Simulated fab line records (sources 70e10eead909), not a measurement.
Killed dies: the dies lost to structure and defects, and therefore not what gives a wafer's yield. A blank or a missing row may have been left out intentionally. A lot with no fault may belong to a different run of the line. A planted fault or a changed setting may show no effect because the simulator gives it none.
Which of the tools did it? | flow nand_harc | 6 lots with 18 wafers sampled at 5 steps, on a route of 1302 steps

## WHAT THE GAUGES SHOWED, per wafer
NHARC_END_SORT_01.
lot  | measured     | on        | killed_at_array
L264 | day 30 11:14 | prober-02 | 77 65 65

## TOOL THAT RAN EACH LOT (tool first, then ch and the chambers of the sampled wafers, then the start)
lot  | NHARC_A_WL_FILL_ALD_00           | NHARC_A_WL_FILL_ALD_10           | NHARC_A_WL_FILL_ETCHBACK_26      | NHARC_A_WL_FILL_ALD_19
L254 | ald_hk-02 ch 0,1,2, day 21 06:58 | ald_hk-01 ch 0,1,2, day 21 14:15 | rie_si-02 ch 0,2,3, day 21 23:44 | ald_metal-03 ch 0,1,2, day 21 23:59
L258 | ald_hk-04 ch 0,1, day 22 21:30   | ald_hk-04 ch 1,2,3, day 23 05:29 | rie_si-03 ch 0,1, day 23 14:37   | ald_metal-02 ch 0,1,3, day 23 14:54
L256 | ald_hk-01 ch 0,2,3, day 23 07:08 | ald_hk-02 ch 0,1, day 23 14:07   | rie_si-03 ch 0,1,2, day 24 00:15 | ald_metal-03 ch 0,1,3, day 24 00:32
L261 | ald_hk-02 ch 0,1,2, day 24 09:44 | ald_hk-02 ch 0,1,3, day 24 18:58 | rie_si-04 ch 0,1,2, day 25 05:05 | ald_metal-01 ch 0,1,3, day 25 05:22
L264 | ald_hk-02 ch 0,2,3, day 26 04:15 | ald_hk-02 ch 2,3, day 26 14:58   | rie_si-03 ch 1,3, day 27 02:07   | ald_metal-03 ch 1,2,3, day 27 02:23
L267 | ald_hk-02 ch 0,2,3, day 26 21:08 | ald_hk-01 ch 0,1, day 27 04:21   | rie_si-04 ch 0,3, day 27 15:13   | ald_metal-03 ch 2,3, day 27 15:29
- NHARC_A_WL_FILL_ALD_00: deposits Al2O3, target thk 3 nm, pulse time 3 s, ald cycles 30.
- NHARC_A_WL_FILL_ALD_10: deposits SiO2, target thk 50 nm, pulse time 10 s, ald cycles 500.
- NHARC_A_WL_FILL_ETCHBACK_26: etches the open film in HBr, target depth 52 nm, time 13.3 s.
- NHARC_A_WL_FILL_ALD_19: deposits TiN, target thk 2 nm, pulse time 3 s, ald cycles 100.

## THE ANSWER, worked out from the rows above alone
Rule: usual is defined by the lots themselves. The widest of any qualifying gaps counts: lots, ordered by their means at a reading, are off when they make up no more than a third of the lots, leave a main group of 4 or more, and stand apart from it by 3 or more times the standard deviation of that group's means. If all means in a main group match to the digits the tables above print for the reading, that group is not used. Also off: a lot with no number at a reading for which 4 or more lots have one. Where the step has rows for the other lots, those lots are counted as sound.
No lot is off on any of the readings shown, so nothing can be concluded from this.

## WHAT THE SIMULATOR PUT IN
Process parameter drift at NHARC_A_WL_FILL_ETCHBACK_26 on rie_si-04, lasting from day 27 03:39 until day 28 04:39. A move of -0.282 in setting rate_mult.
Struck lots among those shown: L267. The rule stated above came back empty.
